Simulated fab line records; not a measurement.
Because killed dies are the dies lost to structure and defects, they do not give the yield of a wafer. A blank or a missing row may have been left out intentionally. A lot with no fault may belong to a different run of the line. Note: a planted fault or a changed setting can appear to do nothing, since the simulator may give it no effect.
Matching of chambers / flow nandHarc / pecvd-02 running NHARC_P_M2_DEP_33: 3 sister chambers
The step deposits SiCN, target thk 30 nm. 6 wafers are shown with their chamber, then 10 later ones without.

## WAFERS WITH THEIR CHAMBER
wafer=L087.6; chamber=2; heaterPowerW (W)=706
wafer=L091.3; chamber=0; heaterPowerW (W)=542
wafer=L091.5; chamber=2; heaterPowerW (W)=710
wafer=L091.6; chamber=1; heaterPowerW (W)=563
wafer=L093.2; chamber=0; heaterPowerW (W)=626
wafer=L093.4; chamber=1; heaterPowerW (W)=622

## WAFERS WHOSE CHAMBER IS MISSING
wafer=L093.6; heaterPowerW (W)=643
wafer=L092.1; heaterPowerW (W)=522
wafer=L092.3; heaterPowerW (W)=558
wafer=L092.4; heaterPowerW (W)=548
wafer=L094.1; heaterPowerW (W)=718
wafer=L094.2; heaterPowerW (W)=595
wafer=L094.5; heaterPowerW (W)=715
wafer=L096.1; heaterPowerW (W)=615
wafer=L096.3; heaterPowerW (W)=666
wafer=L096.5; heaterPowerW (W)=616

## THE CHAMBER EACH PASSED THROUGH
wafer=L093.6; from the rows above=can't be placed: 1 or 0 or 2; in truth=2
wafer=L092.1; from the rows above=can't be placed: 0 or 1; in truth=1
wafer=L092.3; from the rows above=can't be placed: 0 or 1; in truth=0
wafer=L092.4; from the rows above=can't be placed: 0 or 1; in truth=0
wafer=L094.1; from the rows above=2; in truth=2
wafer=L094.2; from the rows above=can't be placed: 1 or 0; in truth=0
wafer=L094.5; from the rows above=2; in truth=2
wafer=L096.1; from the rows above=can't be placed: 1 or 0 or 2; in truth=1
wafer=L096.3; from the rows above=can't be placed: 2 or 1 or 0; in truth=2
wafer=L096.5; from the rows above=can't be placed: 1 or 0 or 2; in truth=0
Correct placement for 2 of the 10. Not placeable from these rows: 8 (in 8, the candidates include the true chamber). 0 placed wrongly.
How it was worked out, from the rows above alone: a wafer's distance from a chamber is the root of the sum, over the readings, of the square of ((its reading less the chamber's mean) divided by the reading's scatter). The wafer belongs to the nearest chamber; if the next one is less than 2 further off, it can't be placed. The mean given for a chamber averages the wafers shown for that chamber. How the scatter is found: for the shown wafers, subtract from each reading the mean of its chamber, square and add these, divide the total by (wafers less chambers), then take the root.
